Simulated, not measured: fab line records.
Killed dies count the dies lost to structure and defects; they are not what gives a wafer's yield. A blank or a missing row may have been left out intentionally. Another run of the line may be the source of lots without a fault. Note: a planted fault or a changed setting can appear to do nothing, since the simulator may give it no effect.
Chamber matching    flow nand harc    NHARC_A_WL_FILL_ALD_02 on ald metal-02 has 4 sister chambers
The step deposits TiN, target thk 2 nm, pulse time 3 s, ald cycles 100. 8 wafers are shown with their chamber, then 8 later ones without.

== EACH WAFER AND ITS CHAMBER ==
wafer   chamber  heater power w (W)  precursor pulse height rel
L075.1  3        1048                0.994
L078.1  1        1161                0.968
L078.4  2        1051                1.015
L078.6  3        1018                0.964
L081.1  0        1065                0.986
L081.3  1        1147                1.001
L081.4  2        1123                0.998
L083.1  0        1071                0.989

== WAFERS MISSING THEIR CHAMBER ==
wafer   heater power w (W)  precursor pulse height rel
L083.3  1018                0.977
L083.6  1067                0.988
L086.1  1046                1.005
L086.4  1113                0.998
L086.6  1087                0.978
L095.1  1136                1.007
L095.2  1094                1.005
L095.6  1079                1.023

== WHICH CHAMBER EACH WENT THROUGH ==
wafer   from the rows above                in truth
L083.3  can't be placed: 3 or 0            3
L083.6  can't be placed: 0 or 2 or 3       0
L086.1  can't be placed: 0 or 2 or 3       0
L086.4  can't be placed: 2 or 1 or 0       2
L086.6  can't be placed: 0 or 2 or 3 or 1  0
L095.1  can't be placed: 1 or 2 or 0       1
L095.2  can't be placed: 2 or 0            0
L095.6  can't be placed: 2 or 0            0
Correct placement for 0 of the 8. From these rows, 8 cannot be placed; in 8 the true chamber is one of the candidates. 0 placed wrongly.
How it was worked out, from the rows above alone: a wafer's distance from a chamber is the root of the sum, over the readings, of the square of ((its reading less the chamber's mean) divided by the reading's scatter). The wafer belongs to the nearest chamber; if the next one is less than 2 further off, it can't be placed. For every chamber, the mean is computed from those of its wafers that are shown. The scatter: the root of (the sum of the squares of (reading less its chamber's mean) over the shown wafers, divided by (wafers less chambers)).
